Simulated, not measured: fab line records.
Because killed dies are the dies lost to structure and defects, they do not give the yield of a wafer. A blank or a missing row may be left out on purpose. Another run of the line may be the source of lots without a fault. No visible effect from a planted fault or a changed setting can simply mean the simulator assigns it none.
Matching of chambers ; flow nand-harc ; pecvd-01 running NHARC_A_SLIT_DEP_25: 3 sister chambers
The step deposits SiO2, target thk 200 nm. 14 wafers are shown with their chamber, then 7 later ones without.

## WAFERS WITH THEIR CHAMBER
wafer;chamber;showerhead-vpp-V (V);heater-power-w (W);throttle-valve-pct (%)
L204.1;0;1746;553;16.5
L204.3;2;1897;380;14.9
L204.6;2;1876;382;15.2
L205.1;1;1936;530;16.0
L205.2;0;1752;589;16.8
L205.6;2;1865;388;15.1
L207.1;2;1869;385;15.1
L207.5;1;1931;499;15.8
L207.6;2;1910;381;15.1
L212.2;0;1763;560;16.8
L212.5;0;1730;580;16.9
L212.6;1;1915;490;15.9
L223.2;0;1758;503;16.0
L223.5;0;1759;526;16.0

SIGNATURES, as means of the wafers listed above
reading;chamber 0;chamber 1;chamber 2;scatter within a chamber
showerhead-vpp-V;1751.33;1927.33;1883.40;14.9
heater-power-w;551.83;506.33;383.20;23.8
throttle-valve-pct;16.500;15.900;15.080;0.287
Rule: for a wafer and a chamber, the distance is found by dividing, reading by reading, the gap between the wafer's reading and the chamber's mean by the reading's scatter, squaring, summing and taking the root. If the next closest chamber is less than 2 further off than the closest, the wafer can't be placed; otherwise it belongs to the closest. The scatter is the square root of a quotient: the sum, over the shown wafers, of each reading's squared deviation from its chamber's mean, divided by wafers minus chambers.

## WAFERS WITH NO CHAMBER GIVEN
wafer;showerhead-vpp-V (V);heater-power-w (W);throttle-valve-pct (%)
L223.6;1880;379;15.1
L225.1;1880;340;15.4
L225.4;1885;349;15.2
L225.5;1897;525;16.1
L226.3;1868;321;15.0
L226.4;1751;458;16.1
L226.6;1864;329;15.3

## CHAMBER TAKEN BY EACH
wafer;from the rows above;in truth
L223.6;2;2
L225.1;2;2
L225.4;2;2
L225.5;1;1
L226.3;2;2
L226.4;0;0
L226.6;2;2
7 of 7 placed correctly. Not placeable from these rows: 0. Number placed wrongly: 0.
